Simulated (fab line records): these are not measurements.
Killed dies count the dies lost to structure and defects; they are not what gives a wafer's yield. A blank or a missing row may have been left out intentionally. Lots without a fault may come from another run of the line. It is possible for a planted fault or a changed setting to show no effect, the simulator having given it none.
fab line records :: flow n5Finfet
record:
  lots: 6
  wafers: 16
  lastDay: 20
route steps=1938 shown BEOL_M8@1381
lots with no fault: from the same line, run without faults
startH: hours from the record's first day to the start of the lot's first wafer shown :: waitH: how many hours have passed since the lot's step before this one :: " as in the row above :: L1.1+2: a single row standing in for several wafers :: - no value, or no start was given :: * or withheld: withheld :: < > ~ a bound
route shown NAME@n: NAME is a module with steps in the file, n the number in the route of the first one :: usual: mean/standard deviation taken from wafers without a fault :: same: alike in all rows :: chamber/n: place in a boat :: sites: readings site by site :: _std_site: standard deviation of those values :: _edge_site: outer sites' mean less inner sites' :: radiusMm: for every site, how far away it sits from the centre of the wafer :: mask NAME#n: copy n :: behind: the last tool/chamber to shape the wafer :: hold: cause of the lot's hold/its duration in hours/its outcome :: device: whichever transistor did not switch (one of n, p or np) :: end of line: the same wafers' tests at the end of the route :: for a step that has no rows: nothing shown but its recipe :: killed: dies that structure and defects cost at the first sort, which is not the same as the wafer's yield :: map: shows each die of a wafer: x if killed, . if not, _ if none is there
set.NAME: setting as actually run; set.NAME@STEP: the setting as run at that earlier step :: model.NAME: the simulator's own value behind a step, which no gauge read
lots at selected steps of the route; one table per step, one row per wafer
services: a tool's chamber out of use, with start hour (startH, from the record's first day; less than 0 if before it), hours out, and reason
== steps ==
step: N5_BEOL_M8_HM_STRIP_39
recipe:
  chemistry: peroxideTinStrip
  material: TiN
  targetDepthA: 250
  tempC: 50
  timeS: 158
step: N5_BEOL_M8_SRD_40
recipe:
  timeS: 30
  tempC: 23
  rinseLiquid: diw
  dry: ipaMarangoni
step: N5_BEOL_M8_PRECLEAN_42
recipe:
  chemistry: residueRemover
  timeS: 60
  tempC: 40
step: N5_BEOL_M8_SRD_43
recipe:
  timeS: 30
  tempC: 23
  rinseLiquid: diw
  dry: ipaMarangoni
step: N5_BEOL_M8_CD_MEAS_35
recipe:
  targetCdNm: 40
  polarity: opening
usual:
  cdNm: 40.0/0.48
lot.wafer: L508.3
tool: cdSem-03
chamber: -
startH: 268.99
waitH: 0.0
cdNm: 40.0

lot.wafer: L508.4
tool: cdSem-03
chamber: -
startH: 268.99
waitH: 0.0
cdNm: 40.4

lot.wafer: L508.6
tool: cdSem-03
chamber: -
startH: 268.99
waitH: 0.0
cdNm: 40.3

lot.wafer: L516.1
tool: cdSem-01
chamber: -
startH: 319.83
waitH: 0.0
cdNm: 40.0

lot.wafer: L516.4
tool: cdSem-01
chamber: -
startH: 319.83
waitH: 0.0
cdNm: 39.9

lot.wafer: L516.5
tool: cdSem-01
chamber: -
startH: 319.83
waitH: 0.0
cdNm: 40.8

lot.wafer: L521.2
tool: cdSem-01
chamber: -
startH: 360.79
waitH: 0.0
cdNm: 40.0

lot.wafer: L521.3
tool: cdSem-01
chamber: -
startH: 360.79
waitH: 0.0
cdNm: 40.2

lot.wafer: L521.6
tool: cdSem-01
chamber: -
startH: 360.79
waitH: 0.0
cdNm: 39.0

lot.wafer: L523.3
tool: cdSem-01
chamber: -
startH: 360.96
waitH: 0.0
cdNm: 40.9

lot.wafer: L523.4
tool: cdSem-01
chamber: -
startH: 360.96
waitH: 0.0
cdNm: 39.6

lot.wafer: L526.3
tool: cdSem-03
chamber: -
startH: 395.97
waitH: 0.0
cdNm: 38.8

lot.wafer: L526.6
tool: cdSem-03
chamber: -
startH: 395.97
waitH: 0.0
cdNm: 40.0

lot.wafer: L528.1
tool: cdSem-02
chamber: -
startH: 405.40
waitH: 0.0
cdNm: 39.8

lot.wafer: L528.2
tool: cdSem-02
chamber: -
startH: 405.40
waitH: 0.0
cdNm: 39.7

lot.wafer: L528.3
tool: cdSem-02
chamber: -
startH: 405.40
waitH: 0.0
cdNm: 40.1
step: N5_BEOL_M8_CURE_75
recipe:
  tempC: 370
  timeS: 120
  ambient: DMADMS/He
  material: SiCOH_lowk
usual:
  lampPowerPct: 52.31/0.061
  wafer_temp_C_max: 371.4/0.49
lot.wafer: L508.3
tool: uvCure-01
chamber: 0
startH: 269.14
waitH: 0.2
lampPowerPct: 52.35
wafer_temp_C_max: 371.5

lot.wafer: L508.4
tool: uvCure-01
chamber: 0
startH: 269.14
waitH: 0.2
lampPowerPct: 52.34
wafer_temp_C_max: 371.0

lot.wafer: L508.6
tool: uvCure-01
chamber: 0
startH: 269.14
waitH: 0.2
lampPowerPct: 52.32
wafer_temp_C_max: 371.1

lot.wafer: L516.1
tool: uvCure-02
chamber: 1
startH: 319.96
waitH: 0.1
lampPowerPct: 52.29
wafer_temp_C_max: 371.8

lot.wafer: L516.4
tool: uvCure-02
chamber: 1
startH: 319.96
waitH: 0.1
lampPowerPct: 52.33
wafer_temp_C_max: 371.7

lot.wafer: L516.5
tool: uvCure-02
chamber: 1
startH: 319.96
waitH: 0.1
lampPowerPct: 52.25
wafer_temp_C_max: 372.1

lot.wafer: L521.2
tool: uvCure-03
chamber: 0
startH: 360.89
waitH: 0.1
lampPowerPct: 52.24
wafer_temp_C_max: 371.3

lot.wafer: L521.3
tool: uvCure-03
chamber: 0
startH: 360.89
waitH: 0.1
lampPowerPct: 52.41
wafer_temp_C_max: 371.1

lot.wafer: L521.6
tool: uvCure-03
chamber: 0
startH: 360.89
waitH: 0.1
lampPowerPct: 52.28
wafer_temp_C_max: 371.3

lot.wafer: L523.3
tool: uvCure-02
chamber: 2
startH: 361.10
waitH: 0.1
lampPowerPct: 52.27
wafer_temp_C_max: 372.8

lot.wafer: L523.4
tool: uvCure-02
chamber: 2
startH: 361.10
waitH: 0.1
lampPowerPct: 52.24
wafer_temp_C_max: 371.4

lot.wafer: L526.3
tool: uvCure-03
chamber: 1
startH: 396.20
waitH: 0.2
lampPowerPct: 52.33
wafer_temp_C_max: 371.6

lot.wafer: L526.6
tool: uvCure-03
chamber: 1
startH: 396.20
waitH: 0.2
lampPowerPct: 52.32
wafer_temp_C_max: 371.8

lot.wafer: L528.1
tool: uvCure-03
chamber: 0
startH: 405.44
waitH: 0.0
lampPowerPct: 52.33
wafer_temp_C_max: 370.3

lot.wafer: L528.2
tool: uvCure-03
chamber: 0
startH: 405.44
waitH: 0.0
lampPowerPct: 52.36
wafer_temp_C_max: 370.9

lot.wafer: L528.3
tool: uvCure-03
chamber: 0
startH: 405.44
waitH: 0.0
lampPowerPct: 52.33
wafer_temp_C_max: 370.9
step: N5_BEOL_M8_DEGAS_44
recipe:
  ambient: vacuum
  tempC: 250
  timeS: 60
usual:
  heaterPowerW: 352/34
lot.wafer: L508.3
tool: pvdSputter-01
chamber: -
startH: 269.42
waitH: 0.2
heaterPowerW: 417

lot.wafer: L508.4
tool: pvdSputter-01
chamber: -
startH: 269.42
waitH: 0.2
heaterPowerW: 344

lot.wafer: L508.6
tool: pvdSputter-01
chamber: -
startH: 269.42
waitH: 0.2
heaterPowerW: 349

lot.wafer: L516.1
tool: pvdSputter-02
chamber: -
startH: 320.47
waitH: 0.5
heaterPowerW: 375

lot.wafer: L516.4
tool: pvdSputter-02
chamber: -
startH: 320.47
waitH: 0.5
heaterPowerW: 350

lot.wafer: L516.5
tool: pvdSputter-02
chamber: -
startH: 320.47
waitH: 0.5
heaterPowerW: 350

lot.wafer: L521.2
tool: pvdSputter-02
chamber: -
startH: 361.21
waitH: 0.3
heaterPowerW: 324

lot.wafer: L521.3
tool: pvdSputter-02
chamber: -
startH: 361.21
waitH: 0.3
heaterPowerW: 376

lot.wafer: L521.6
tool: pvdSputter-02
chamber: -
startH: 361.21
waitH: 0.3
heaterPowerW: 362

lot.wafer: L523.3
tool: pvdSputter-02
chamber: -
startH: 361.45
waitH: 0.3
heaterPowerW: 359

lot.wafer: L523.4
tool: pvdSputter-02
chamber: -
startH: 361.45
waitH: 0.3
heaterPowerW: 377

lot.wafer: L526.3
tool: pvdSputter-02
chamber: -
startH: 396.68
waitH: 0.4
heaterPowerW: 380

lot.wafer: L526.6
tool: pvdSputter-02
chamber: -
startH: 396.68
waitH: 0.4
heaterPowerW: 314

lot.wafer: L528.1
tool: pvdSputter-02
chamber: -
startH: 406.17
waitH: 0.7
heaterPowerW: 355

lot.wafer: L528.2
tool: pvdSputter-02
chamber: -
startH: 406.17
waitH: 0.7
heaterPowerW: 383

lot.wafer: L528.3
tool: pvdSputter-02
chamber: -
startH: 406.17
waitH: 0.7
heaterPowerW: 316
step: N5_BEOL_M8_PRE_CLEAN_45
recipe:
  gas: H2/He
  timeS: 30
  tempC: 250
step: N5_BEOL_M8_ALD_77
recipe:
  material: TaN
  targetThkA: 20
  tempC: 275
  aldPrecursorFamily: PDMAT
  aldCoReactant: NH3
  pressureTorr: 3
  carrierFlowSccm: 1500
  pulseTimeS: 2
  purgeTimeS: 3
  coReactantPurgeTimeS: 2
  coReactantPulseTimeS: 3
  aldCycles: 40
  precursorVesselTempC: 75
  precursorVesselPressureTorr: 26.25
  precursorVesselCarrierSccm: 1000
step: N5_BEOL_M8_SURFACE_TREAT_79
recipe:
  gas: Ar
  timeS: *
  ionEnergyEv: *
  ionCurrentMaCm2: 0.5
  pressureMtorr: *
  arFlowSccm: 30
usual:
  throttleValvePct: *
lot.wafer: L508.3
tool: pvdSputter-01
chamber: -
startH: 270.06
waitH: 0.2
throttleValvePct: *

lot.wafer: L508.4
tool: pvdSputter-01
chamber: -
startH: 270.06
waitH: 0.2
throttleValvePct: *

lot.wafer: L508.6
tool: pvdSputter-01
chamber: -
startH: 270.06
waitH: 0.2
throttleValvePct: *

lot.wafer: L516.1
tool: pvdSputter-02
chamber: -
startH: 320.88
waitH: 0.2
throttleValvePct: *

lot.wafer: L516.4
tool: pvdSputter-02
chamber: -
startH: 320.88
waitH: 0.2
throttleValvePct: *

lot.wafer: L516.5
tool: pvdSputter-02
chamber: -
startH: 320.88
waitH: 0.2
throttleValvePct: *

lot.wafer: L521.2
tool: pvdSputter-03
chamber: -
startH: 362.02
waitH: 0.6
throttleValvePct: *

lot.wafer: L521.3
tool: pvdSputter-03
chamber: -
startH: 362.02
waitH: 0.6
throttleValvePct: *

lot.wafer: L521.6
tool: pvdSputter-03
chamber: -
startH: 362.02
waitH: 0.6
throttleValvePct: *

lot.wafer: L523.3
tool: pvdSputter-03
chamber: -
startH: 362.10
waitH: 0.4
throttleValvePct: *

lot.wafer: L523.4
tool: pvdSputter-03
chamber: -
startH: 362.10
waitH: 0.4
throttleValvePct: *

lot.wafer: L526.3
tool: pvdSputter-03
chamber: -
startH: 397.28
waitH: 0.3
throttleValvePct: *

lot.wafer: L526.6
tool: pvdSputter-03
chamber: -
startH: 397.28
waitH: 0.3
throttleValvePct: *

lot.wafer: L528.1
tool: pvdSputter-02
chamber: -
startH: 406.61
waitH: 0.2
throttleValvePct: *

lot.wafer: L528.2
tool: pvdSputter-02
chamber: -
startH: 406.61
waitH: 0.2
throttleValvePct: *

lot.wafer: L528.3
tool: pvdSputter-02
chamber: -
startH: 406.61
waitH: 0.2
throttleValvePct: *
step: N5_BEOL_M8_CVD_78
recipe:
  material: Co
  targetThkA: 20
  tempC: withheld
  precursor: CCTBA/H2
  pressureTorr: 30
  timeS: 142.3
step: N5_BEOL_M8_SPUTTER_48
recipe:
  material: Cu
  targetThkA: 100
  tempC: -20
  biasV: 60
  powerW: 26000
  chamberPressurePa: 0.13
  timeS: 1.667
usual:
  throttleValvePct: 29.6/1
lot.wafer: L508.3
tool: pvdSputter-01
chamber: -
startH: 270.48
waitH: 0.1
throttleValvePct: 29.8

lot.wafer: L508.4
tool: pvdSputter-01
chamber: -
startH: 270.48
waitH: 0.1
throttleValvePct: 30.9

lot.wafer: L508.6
tool: pvdSputter-01
chamber: -
startH: 270.48
waitH: 0.1
throttleValvePct: 30.0

lot.wafer: L516.1
tool: pvdSputter-02
chamber: -
startH: 321.07
waitH: 0.1
throttleValvePct: 31.4

lot.wafer: L516.4
tool: pvdSputter-02
chamber: -
startH: 321.07
waitH: 0.1
throttleValvePct: 30.4

lot.wafer: L516.5
tool: pvdSputter-02
chamber: -
startH: 321.07
waitH: 0.1
throttleValvePct: 31.2

lot.wafer: L521.2
tool: pvdSputter-03
chamber: -
startH: 362.28
waitH: 0.2
throttleValvePct: 28.9

lot.wafer: L521.3
tool: pvdSputter-03
chamber: -
startH: 362.28
waitH: 0.2
throttleValvePct: 27.9

lot.wafer: L521.6
tool: pvdSputter-03
chamber: -
startH: 362.28
waitH: 0.2
throttleValvePct: 29.2

lot.wafer: L523.3
tool: pvdSputter-03
chamber: -
startH: 362.52
waitH: 0.1
throttleValvePct: 30.8

lot.wafer: L523.4
tool: pvdSputter-03
chamber: -
startH: 362.52
waitH: 0.1
throttleValvePct: 28.8

lot.wafer: L526.3
tool: pvdSputter-01
chamber: -
startH: 399.00
waitH: 1.4
throttleValvePct: 29.0

lot.wafer: L526.6
tool: pvdSputter-01
chamber: -
startH: 399.00
waitH: 1.4
throttleValvePct: 29.9

lot.wafer: L528.1
tool: pvdSputter-02
chamber: -
startH: 406.91
waitH: 0.2
throttleValvePct: 29.8

lot.wafer: L528.2
tool: pvdSputter-02
chamber: -
startH: 406.91
waitH: 0.2
throttleValvePct: 28.9

lot.wafer: L528.3
tool: pvdSputter-02
chamber: -
startH: 406.91
waitH: 0.2
throttleValvePct: 30.7
step: N5_BEOL_M8_ECD_50
recipe:
  material: Cu
  targetThkA: 3000
lot.wafer: L508.3
tool: ecdCu-02
chamber: 0
startH: 270.62
waitH: 0.1
model.Cu_of_BEOL_M8_ECD_50.thkNm: 298.6

lot.wafer: L508.4
tool: ecdCu-02
chamber: 1
startH: 270.62
waitH: 0.1
model.Cu_of_BEOL_M8_ECD_50.thkNm: 303

lot.wafer: L508.6
tool: ecdCu-02
chamber: 1
startH: 270.62
waitH: 0.1
model.Cu_of_BEOL_M8_ECD_50.thkNm: 299.6

lot.wafer: L516.1
tool: ecdCu-02
chamber: 1
startH: 321.19
waitH: 0.1
model.Cu_of_BEOL_M8_ECD_50.thkNm: 304

lot.wafer: L516.4
tool: ecdCu-02
chamber: 0
startH: 321.19
waitH: 0.1
model.Cu_of_BEOL_M8_ECD_50.thkNm: 294.6

lot.wafer: L516.5
tool: ecdCu-02
chamber: 0
startH: 321.19
waitH: 0.1
model.Cu_of_BEOL_M8_ECD_50.thkNm: 296.4

lot.wafer: L521.2
tool: ecdCu-01
chamber: 1
startH: 362.40
waitH: 0.1
model.Cu_of_BEOL_M8_ECD_50.thkNm: 302.6

lot.wafer: L521.3
tool: ecdCu-01
chamber: 1
startH: 362.40
waitH: 0.1
model.Cu_of_BEOL_M8_ECD_50.thkNm: 304.8

lot.wafer: L521.6
tool: ecdCu-01
chamber: 0
startH: 362.40
waitH: 0.1
model.Cu_of_BEOL_M8_ECD_50.thkNm: 303.2

lot.wafer: L523.3
tool: ecdCu-01
chamber: 0
startH: 362.66
waitH: 0.1
model.Cu_of_BEOL_M8_ECD_50.thkNm: 404

lot.wafer: L523.4
tool: ecdCu-01
chamber: 1
startH: 362.66
waitH: 0.1
model.Cu_of_BEOL_M8_ECD_50.thkNm: 301.6

lot.wafer: L526.3
tool: ecdCu-01
chamber: 0
startH: 399.14
waitH: 0.1
model.Cu_of_BEOL_M8_ECD_50.thkNm: 405.6

lot.wafer: L526.6
tool: ecdCu-01
chamber: 0
startH: 399.14
waitH: 0.1
model.Cu_of_BEOL_M8_ECD_50.thkNm: 301.4

lot.wafer: L528.1
tool: ecdCu-02
chamber: 0
startH: 407.03
waitH: 0.1
model.Cu_of_BEOL_M8_ECD_50.thkNm: 296.4

lot.wafer: L528.2
tool: ecdCu-02
chamber: 1
startH: 407.03
waitH: 0.1
model.Cu_of_BEOL_M8_ECD_50.thkNm: 301.6

lot.wafer: L528.3
tool: ecdCu-02
chamber: 1
startH: 407.03
waitH: 0.1
model.Cu_of_BEOL_M8_ECD_50.thkNm: 296.2
step: N5_BEOL_M8_ANNEAL_51
recipe:
  tempC: 225
  timeS: 90
  ambient: N2
usual:
  wafer_temp_C_max: 225.67/0.28
lot.wafer: L508.3
tool: rtpAnneal-02
chamber: 0
startH: 270.78
waitH: 0.1
wafer_temp_C_max: 226.09

lot.wafer: L508.4
tool: rtpAnneal-02
chamber: 0
startH: 270.78
waitH: 0.1
wafer_temp_C_max: 225.61

lot.wafer: L508.6
tool: rtpAnneal-02
chamber: 0
startH: 270.78
waitH: 0.1
wafer_temp_C_max: 226.14

lot.wafer: L516.1
tool: rtpAnneal-01
chamber: 0
startH: 321.31
waitH: 0.1
wafer_temp_C_max: 225.38

lot.wafer: L516.4
tool: rtpAnneal-01
chamber: 0
startH: 321.31
waitH: 0.1
wafer_temp_C_max: 225.52

lot.wafer: L516.5
tool: rtpAnneal-01
chamber: 0
startH: 321.31
waitH: 0.1
wafer_temp_C_max: 225.43

lot.wafer: L521.2
tool: rtpAnneal-02
chamber: 0
startH: 362.69
waitH: 0.3
wafer_temp_C_max: 225.88

lot.wafer: L521.3
tool: rtpAnneal-02
chamber: 0
startH: 362.69
waitH: 0.3
wafer_temp_C_max: 225.74

lot.wafer: L521.6
tool: rtpAnneal-02
chamber: 0
startH: 362.69
waitH: 0.3
wafer_temp_C_max: 226.14

lot.wafer: L523.3
tool: rtpAnneal-02
chamber: 0
startH: 363.27
waitH: 0.6
wafer_temp_C_max: 225.80

lot.wafer: L523.4
tool: rtpAnneal-02
chamber: 0
startH: 363.27
waitH: 0.6
wafer_temp_C_max: 225.78

lot.wafer: L526.3
tool: rtpAnneal-02
chamber: 0
startH: 399.40
waitH: 0.2
wafer_temp_C_max: 225.51

lot.wafer: L526.6
tool: rtpAnneal-02
chamber: 0
startH: 399.40
waitH: 0.2
wafer_temp_C_max: 225.93

lot.wafer: L528.1
tool: rtpAnneal-02
chamber: 0
startH: 408.95
waitH: 1.9
wafer_temp_C_max: 225.85

lot.wafer: L528.2
tool: rtpAnneal-02
chamber: 0
startH: 408.95
waitH: 1.9
wafer_temp_C_max: 226.12

lot.wafer: L528.3
tool: rtpAnneal-02
chamber: 0
startH: 408.95
waitH: 1.9
wafer_temp_C_max: 226.23
step: N5_BEOL_M8_CMP_52
recipe:
  stopOn: SiCOH_lowk
  tOverpolishS: 6.9
  downForcePsi: 1
  platenRpm: 50
  clearingPlatenDownForcePsi: 1.5
  clearingPlatenRpm: 50
  postCmpClean: cuAlkaline
  targetThkNm: 80
  clearingPlatenPadVelocityMS: 0.99484
  padVelocityMS: 0.99484
usual:
  motorCurrentA: 5.98/0.29
  timeToEndpointS: 62.1/2.7
lot.wafer: L508.3
tool: cmp-04
chamber: 2
startH: 270.99
waitH: 0.2
motorCurrentA: 6.02
timeToEndpointS: 67.9

lot.wafer: L508.4
tool: cmp-04
chamber: 1
startH: 270.99
waitH: 0.2
motorCurrentA: 6.06
timeToEndpointS: 66.7

lot.wafer: L508.6
tool: cmp-04
chamber: 2
startH: 270.99
waitH: 0.2
motorCurrentA: 5.67
timeToEndpointS: 69.9

lot.wafer: L516.4
tool: cmp-04
chamber: 0
startH: 321.66
waitH: 0.2
motorCurrentA: 5.87
timeToEndpointS: 60.3

lot.wafer: L516.1
tool: cmp-04
chamber: 1
startH: 321.66
waitH: 0.2
motorCurrentA: 6.20
timeToEndpointS: 59.1

lot.wafer: L516.5
tool: cmp-04
chamber: 0
startH: 321.66
waitH: 0.2
motorCurrentA: 5.99
timeToEndpointS: 59.9

lot.wafer: L521.3
tool: cmp-04
chamber: 3
startH: 362.94
waitH: 0.2
motorCurrentA: 6.11
timeToEndpointS: 62.0

lot.wafer: L521.2
tool: cmp-04
chamber: 2
startH: 362.94
waitH: 0.2
motorCurrentA: 5.82
timeToEndpointS: 66.3

lot.wafer: L521.6
tool: cmp-04
chamber: 3
startH: 362.94
waitH: 0.2
motorCurrentA: 6.41
timeToEndpointS: 61.6

lot.wafer: L523.3
tool: cmp-04
chamber: 3
startH: 363.55
waitH: 0.2
motorCurrentA: 6.59
timeToEndpointS: 80.1

lot.wafer: L523.4
tool: cmp-04
chamber: 0
startH: 363.55
waitH: 0.2
motorCurrentA: 6.51
timeToEndpointS: 61.0

lot.wafer: L526.3
tool: cmp-02
chamber: 2
startH: 399.72
waitH: 0.3
motorCurrentA: 5.84
timeToEndpointS: 86.5

lot.wafer: L526.6
tool: cmp-02
chamber: 3
startH: 399.72
waitH: 0.3
motorCurrentA: 5.75
timeToEndpointS: 66.1

lot.wafer: L528.3
tool: cmp-04
chamber: 3
startH: 409.24
waitH: 0.2
motorCurrentA: 6.23
timeToEndpointS: 61.7

lot.wafer: L528.1
tool: cmp-04
chamber: 1
startH: 409.24
waitH: 0.2
motorCurrentA: 6.57
timeToEndpointS: 61.5

lot.wafer: L528.2
tool: cmp-04
chamber: 2
startH: 409.24
waitH: 0.2
motorCurrentA: 5.79
timeToEndpointS: 64.5
step: N5_BEOL_M8_THK_MEAS_53
recipe:
  thkMeasGauge: xrf
  reads: Cu_of_BEOL_M8_ECD_50
usual:
  M8_THK: 79.8/1.7
lot.wafer: L508.3
tool: filmMetro-01
chamber: -
startH: 271.28
waitH: -
M8_THK[nm]: 80.2

lot.wafer: L508.4
tool: filmMetro-01
chamber: -
startH: 271.28
waitH: -
M8_THK[nm]: 79.9

lot.wafer: L508.6
tool: filmMetro-01
chamber: -
startH: 271.28
waitH: -
M8_THK[nm]: 80.4

lot.wafer: L516.1
tool: filmMetro-01
chamber: -
startH: 321.91
waitH: -
M8_THK[nm]: 80.0

lot.wafer: L516.4
tool: filmMetro-01
chamber: -
startH: 321.91
waitH: -
M8_THK[nm]: 81.7

lot.wafer: L516.5
tool: filmMetro-01
chamber: -
startH: 321.91
waitH: -
M8_THK[nm]: 81.2

lot.wafer: L521.2
tool: filmMetro-01
chamber: -
startH: 363.24
waitH: -
M8_THK[nm]: 76.7

lot.wafer: L521.3
tool: filmMetro-01
chamber: -
startH: 363.24
waitH: -
M8_THK[nm]: 79.1

lot.wafer: L521.6
tool: filmMetro-01
chamber: -
startH: 363.24
waitH: -
M8_THK[nm]: 77.9

lot.wafer: L523.3
tool: filmMetro-01
chamber: -
startH: 363.77
waitH: -
M8_THK[nm]: 79.1

lot.wafer: L523.4
tool: filmMetro-01
chamber: -
startH: 363.77
waitH: -
M8_THK[nm]: 77.9

lot.wafer: L526.3
tool: filmMetro-02
chamber: -
startH: 399.91
waitH: -
M8_THK[nm]: 81.7

lot.wafer: L526.6
tool: filmMetro-02
chamber: -
startH: 399.91
waitH: -
M8_THK[nm]: 81.4

lot.wafer: L528.1
tool: filmMetro-02
chamber: -
startH: 409.54
waitH: -
M8_THK[nm]: 78.1

lot.wafer: L528.2
tool: filmMetro-02
chamber: -
startH: 409.54
waitH: -
M8_THK[nm]: 77.4

lot.wafer: L528.3
tool: filmMetro-02
chamber: -
startH: 409.54
waitH: -
M8_THK[nm]: 80.2
== services ==
tool: ecdCu-02
chamber: -
startH: 246.82
hours: 0.5
kind: repair

tool: cmp-04
chamber: -
startH: 262.70
hours: 6.1
kind: pm

tool: uvCure-03
chamber: -
startH: 280.04
hours: 12.5
kind: repair

tool: cmp-02
chamber: -
startH: 312.09
hours: 4.0
kind: pm

tool: cmp-02
chamber: -
startH: 316.09
hours: -
kind: consumableReplace:conditioner

tool: cmp-02
chamber: -
startH: 316.09
hours: -
kind: consumableReplace:pad

tool: ecdCu-02
chamber: -
startH: 324.77
hours: 1.0
kind: repair

tool: uvCure-02
chamber: -
startH: 348.48
hours: 2.1
kind: pm

tool: uvCure-03
chamber: -
startH: 350.66
hours: 1.1
kind: repair

tool: uvCure-02
chamber: -
startH: 354.24
hours: 0.6
kind: repair

tool: cmp-02
chamber: -
startH: 358.42
hours: 7.3
kind: pm

tool: ecdCu-02
chamber: -
startH: 358.49
hours: 7.2
kind: pm

tool: rtpAnneal-01
chamber: -
startH: 377.49
hours: 4.6
kind: pm

tool: uvCure-02
chamber: -
startH: 379.58
hours: 5.1
kind: repair

tool: uvCure-01
chamber: -
startH: 384.60
hours: 1.0
kind: pm

tool: cmp-02
chamber: -
startH: 385.38
hours: 0.5
kind: repair

tool: uvCure-02
chamber: -
startH: 391.20
hours: 3.4
kind: pm
== key ==
firstSign:
  step: N5_BEOL_M8_CMP_52
  reading: timeToEndpointS
  direction: up
  sigmas: 7.8
  usual: *
  struck: *
effect none on later readings
modelEffect:
  step: N5_BEOL_M8_ECD_50
  value: Cu_of_BEOL_M8_ECD_50.thkNm
  without: 301.4
  struck: 404.8
metAt N5_BEOL_M8_ECD_50
struckWafers L523.3,L526.3
fault:
  kind: processParameterDrift
  tool: ecdCu-01
  chamber: -
  onsetH: 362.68
  steps: N5_BEOL_M8_ECD_50
  channel: targetThkA
  offset: *
  shape: step
  endH: 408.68
  scope: struckWafersOnly
  actsIn: *
  stated: *
